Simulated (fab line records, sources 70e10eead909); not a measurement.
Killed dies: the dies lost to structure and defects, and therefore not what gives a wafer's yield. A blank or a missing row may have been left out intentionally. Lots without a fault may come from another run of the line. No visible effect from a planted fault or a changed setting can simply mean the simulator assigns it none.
Which tool did it? | flow nand harc | Sampling: 24 lots, 72 wafers, 2 of 1302 route steps

WHAT EACH GAUGE READ, for each wafer
NHARC_A_WL_FILL_INSPECT_15.
lot  | measured     | on                | raw defect count
L074 | day 20 18:19 | defect inspect-01 | 393 460 408
L076 | day 21 17:07 | defect inspect-01 | 500 449 555
L075 | day 21 17:06 | defect inspect-02 | 484 465 689
L077 | day 22 13:27 | defect inspect-02 | 425 419 391
L079 | day 22 13:32 | defect inspect-02 | 409 614 503
L078 | day 22 13:20 | defect inspect-01 | 344 334 438
L081 | day 23 13:38 | defect inspect-01 | 639 969 702
L080 | day 24 06:46 | defect inspect-02 | 420 731 531
L082 | day 24 22:47 | defect inspect-01 | 341 547 373
L084 | day 24 22:42 | defect inspect-02 | 704 686 732
L083 | day 25 08:36 | defect inspect-02 | 532 535 320
L086 | day 25 15:32 | defect inspect-02 | 410 409 699
L087 | day 25 23:31 | defect inspect-02 | 730 1009 1088
L085 | day 25 23:30 | defect inspect-02 | 509 660 759
L090 | day 27 10:53 | defect inspect-01 | 357 327 315
L091 | day 27 11:11 | defect inspect-02 | 619 412 471
L089 | day 27 15:41 | defect inspect-01 | 430 413 523
L088 | day 27 15:50 | defect inspect-01 | 348 387 431
L092 | day 28 14:22 | defect inspect-01 | 380 473 508
L093 | day 29 07:16 | defect inspect-02 | 548 415 400
L094 | day 29 07:08 | defect inspect-01 | 551 507 491
L095 | day 29 12:48 | defect inspect-02 | 302 332 512
L096 | day 30 14:53 | defect inspect-01 | 579 374 552
L097 | day 31 10:37 | defect inspect-02 | 364 366 426

WHAT TOOL EACH LOT RAN ON (gives the tool, then ch and the chambers of the sampled wafers, and finally the start)
lot  | NHARC_A_WL_FILL_ALD_02
L074 | ald metal-01 ch 1,2,3, day 20 00:53
L076 | ald metal-02 ch 0,1,3, day 20 23:49
L075 | ald metal-03 ch 0,2, day 20 23:54
L077 | ald metal-03 ch 0,2, day 21 17:26
L079 | ald metal-02 ch 2,3, day 21 17:39
L078 | ald metal-01 ch 1,2, day 21 20:12
L081 | ald metal-02 ch 0,1,3, day 22 20:00
L080 | ald metal-03 ch 2,3, day 23 12:57
L082 | ald metal-02 ch 1,2, day 24 03:37
L084 | ald metal-03 ch 0,1,2, day 24 05:49
L083 | ald metal-02 ch 1,2,3, day 24 14:47
L086 | ald metal-01 ch 0,2, day 24 18:34
L087 | ald metal-03 ch 1,2,3, day 25 05:50
L085 | ald metal-01 ch 0,3, day 25 06:04
L090 | ald metal-03 ch 1,2,3, day 26 16:14
L091 | ald metal-01 ch 0,1,3, day 26 16:26
L089 | ald metal-02 ch 0,1,2, day 26 20:16
L088 | ald metal-03 ch 0,1,2, day 26 20:23
L092 | ald metal-03 ch 0,1, day 27 20:39
L093 | ald metal-02 ch 0,1,2, day 28 13:57
L094 | ald metal-03 ch 1,2,3, day 28 13:58
L095 | ald metal-01 ch 0,1, day 28 17:34
L096 | ald metal-01 ch 2,3, day 29 21:07
L097 | ald metal-02 ch 1,2,3, day 30 17:09
- NHARC_A_WL_FILL_ALD_02: deposits TiN, target thk 2 nm, pulse time 3 s, ald cycles 100.

AS READ BY THE TOOLS THEMSELVES (means over the sampled wafers that have a number; for cases with no such wafer, the mark the record gives instead)
NHARC_A_WL_FILL_ALD_02.
lot  | tool         | heater power outer w (W) | heater power w (W) | precursor pulse height rel
L074 | ald metal-01 | 645                      | 1024               | 1.015
L076 | ald metal-02 | 657                      | 1028               | 1.009
L075 | ald metal-03 | 730                      | 1105               | 0.987
L077 | ald metal-03 | 731                      | 1101               | 0.989
L079 | ald metal-02 | 588                      | 965                | 0.984
L078 | ald metal-01 | 674                      | 1055               | 1.002
L081 | ald metal-02 | 647                      | 1028               | 0.978
L080 | ald metal-03 | 608                      | 999                | 0.986
L082 | ald metal-02 | 599                      | 987                | 1.001
L084 | ald metal-03 | 685                      | 1062               | 1.004
L083 | ald metal-02 | 618                      | 973                | 0.986
L086 | ald metal-01 | 630                      | 989                | 0.996
L087 | ald metal-03 | 627                      | 986                | 1.008
L085 | ald metal-01 | 560                      | 943                | 1.017
L090 | ald metal-03 | 625                      | 991                | 1.000
L091 | ald metal-01 | 626                      | 983                | 0.995
L089 | ald metal-02 | 633                      | 1025               | 0.989
L088 | ald metal-03 | 697                      | 1062               | 0.999
L092 | ald metal-03 | 722                      | 1084               | 1.021
L093 | ald metal-02 | 635                      | 1017               | 0.993
L094 | ald metal-03 | 626                      | 999                | 1.011
L095 | ald metal-01 | 693                      | 1070               | 0.993
L096 | ald metal-01 | 623                      | 971                | 0.998
L097 | ald metal-02 | 595                      | 958                | 0.993

THE ANSWER, worked out from the rows above alone
Rule: the lots themselves supply what counts as usual. Put in order of their means at a reading, lots are off if they are a third of the lots or fewer, leave a main group of 4 or more, and stand apart from it by a gap of 3 or more times the standard deviation of the main group's means; of several such gaps the widest counts. Not used: any main group whose means are identical at the precision the tables above print for the reading. A lot without any number at a reading at which 4 lots or more have one is off too. Any other lot the step has rows for is counted as sound. After the gauges, taken in route order, come the tools' own readings; for these a lot's mean is taken, as printed above. At the first step where some lot is off, the reading lying furthest off is the one used; lots without a number count as furthest.
Across all readings shown, no lot is off: no conclusion can be drawn from this.

WHAT THE SIMULATOR HAD INSERTED
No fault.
